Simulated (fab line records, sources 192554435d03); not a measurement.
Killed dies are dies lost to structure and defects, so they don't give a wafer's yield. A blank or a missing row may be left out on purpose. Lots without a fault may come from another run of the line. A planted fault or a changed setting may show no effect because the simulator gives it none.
One fault seen from 2 desks | flow n5_finfet | each desk has only its own numbers; what lay behind them comes last

THE TOOL OWNER'S DESK: ald_metal-03
The tool's own readings at N5_BEOL_M2_ALD_84 (deposits TaN, pulse time 2 s, purge time 3 s, co reactant purge time 2 s): means of the sampled wafers that have a number, for each lot that ran on this tool. A lot is out of limits, marked OUT, if its mean lies more than 4 standard deviations from the usual mean; the brackets give that distance.
Columns: A = chamber_pressure_Torr at N5_BEOL_M2_ALD_84, usual 3.000 Torr; B = heater_power_w at N5_BEOL_M2_ALD_84, usual 423 W; C = precursor_vessel_carrier_sccm at N5_BEOL_M2_ALD_84, usual 1000 sccm
lot  | first seen here | A     | B   | C
L651 | day 8 22:24     | 3.001 | 424 | 1003
L652 | day 10 11:11    | 3.001 | 451 | 998
L654 | day 10 13:41    | 2.993 | 420 | 998
L659 | day 11 01:34    | 3.000 | 422 | 1002
This desk's finding: nothing out of limits on any of the 4 lots.

THE METROLOGY DESK
What the gauges read, lot by lot, whatever tool the lot ran on: means of the sampled wafers that have a number. A lot is out of limits, marked OUT, if its mean lies more than 4 standard deviations from the usual mean; the brackets give that distance. Of its 13 readings 7 are shown: the one that was out of limits first, and those that lie furthest out on some lot.
Columns: A = COMB_M2 at N5_BEOL_M4_RC_MEAS_101, usual 5.4e-11 S/m; B = COMB_M2_max_site at N5_BEOL_M4_RC_MEAS_101, usual 7.8e-11 S/m; C = DIBL_N at N5_BEOL_M4_RC_MEAS_101, usual 36.0 mV/V; D = DIBL_P at N5_BEOL_M4_RC_MEAS_101, usual 36.2 mV/V; E = IOFF_N at N5_BEOL_M4_RC_MEAS_101, usual 0.16 nA/um; F = IOFF_P at N5_BEOL_M4_RC_MEAS_101, usual 0.21 nA/um; G = ION_N at N5_BEOL_M4_RC_MEAS_101, usual 679 uA/um
lot  | first seen here | A                 | B                 | C    | D    | E    | F    | G
L644 | day 7 23:47     | 4.4e-11           | 6.1e-11           | 35.2 | 33.5 | 0.13 | 0.18 | 667
L646 | day 8 07:11     | 5.4e-11           | 7.7e-11           | 34.1 | 35.4 | 0.16 | 0.23 | 678
L648 | day 8 09:54     | 5.7e-11           | 8.4e-11           | 36.6 | 37.2 | 0.17 | 0.23 | 682
L651 | day 8 22:02     | 4.8e-11           | 6.9e-11           | 35.7 | 36.6 | 0.14 | 0.20 | 661
L653 | day 10 06:43    | 5.1e-11           | 7.7e-11           | 33.6 | 34.0 | 0.14 | 0.20 | 686
L652 | day 10 10:01    | 4.6e-11           | 7.1e-11           | 37.1 | 38.4 | 0.18 | 0.26 | 682
L654 | day 10 13:12    | 4.6e-10 (+37) OUT | 6.8e-10 (+32) OUT | 36.1 | 35.8 | 0.14 | 0.21 | 679
L659 | day 11 01:07    | 4.8e-10 (+39) OUT | 7.4e-10 (+35) OUT | 35.1 | 34.8 | 0.13 | 0.16 | 670
L664 | day 13 06:10    | 4.7e-11           | 6.0e-11           | 38.6 | 40.8 | 0.22 | 0.27 | 686
This desk's finding: out of limits on L654, L659; first on L654, day 11 11:38 (COMB_M2 at N5_BEOL_M4_RC_MEAS_101). In limits: L644, L646, L648, L651, L653, L652, L664.

PUT TOGETHER
The metrology desk could have raised an alarm at day 11 11:38, on L654, L659.
The tool owner's desk saw nothing out of limits.
The tool owner's desk has L654, L659 on record, within its limits.
Of the lots named, all ran N5_BEOL_M2_ALD_84 on ald_metal-03.

WHAT THE SIMULATOR HAD PUT IN
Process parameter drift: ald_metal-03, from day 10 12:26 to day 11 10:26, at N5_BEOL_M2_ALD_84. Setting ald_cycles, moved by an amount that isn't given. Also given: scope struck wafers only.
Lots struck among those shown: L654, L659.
Hours from the fault's start to each desk's first reading out of limits: the metrology desk, 23.
